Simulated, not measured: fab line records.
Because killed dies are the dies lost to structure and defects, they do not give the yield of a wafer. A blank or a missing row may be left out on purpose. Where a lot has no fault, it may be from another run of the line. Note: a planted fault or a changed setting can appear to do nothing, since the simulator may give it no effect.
Chamber matching -- flow n5Finfet -- N5_BEOL_M5_ETCH_68 on rieDiel-05: 4 sister chambers
The step etches SOC in N2/H2, target depth 80 nm, overetch 16 nm, time 120 s. 14 wafers are shown with their chamber, then 6 later ones without.

== WAFERS PAIRED WITH THEIR CHAMBERS ==
wafer,chamber,throttleValvePct (%),showerheadPlenumPTorr (Torr),drypumpMotorCurrentA (A)
L076.3,0,17.35,2.60,6.0
L076.4,1,18.20,2.43,5.7
L076.5,2,17.82,2.52,6.7
L078.3,1,18.19,2.42,5.8
L078.4,0,17.35,2.60,6.0
L078.6,0,17.36,2.60,5.9
L080.3,0,17.38,2.59,5.9
L080.4,1,18.22,2.42,5.7
L080.5,0,17.37,2.59,5.9
L085.1,1,18.21,2.42,5.7
L085.2,2,17.84,2.52,6.7
L085.6,1,18.20,2.42,5.7
L088.1,3,17.92,2.50,5.2
L088.3,0,17.39,2.59,6.0

SIGNATURES (means of the wafers above)
reading,chamber 0,chamber 1,chamber 2,chamber 3,scatter within a chamber
throttleValvePct,17.3667,18.2040,17.8300,17.9200,0.0143
showerheadPlenumPTorr,2.5950,2.4220,2.5200,2.5000,0.0048
drypumpMotorCurrentA,5.950,5.720,6.700,5.200,0.048
Rule: for a wafer and a chamber, the distance is found by dividing, reading by reading, the gap between the wafer's reading and the chamber's mean by the reading's scatter, squaring, summing and taking the root. The wafer belongs to the nearest chamber; if the next one is less than 2 further off, it can't be placed. The scatter: take each reading less its chamber's mean, square it, sum over the shown wafers, divide by the number of wafers less the number of chambers, and take the root.

== WAFERS WITH NO CHAMBER GIVEN ==
wafer,throttleValvePct (%),showerheadPlenumPTorr (Torr),drypumpMotorCurrentA (A)
L088.5,18.24,2.41,5.7
L091.2,17.93,2.50,5.2
L091.5,18.25,2.41,5.8
L093.1,17.43,2.58,6.0
L093.2,17.96,2.50,5.2
L093.4,17.47,2.51,6.7

== WHICH CHAMBER EACH ONE RAN IN ==
wafer,from the rows above,in truth
L088.5,1,1
L091.2,3,3
L091.5,1,1
L093.1,0,0
L093.2,3,3
L093.4,can't be placed: 0 or 2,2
5 of 6 placed correctly. Can't be placed from these rows: 1 (the true chamber is among the candidates in 1). Wrongly placed: 0.
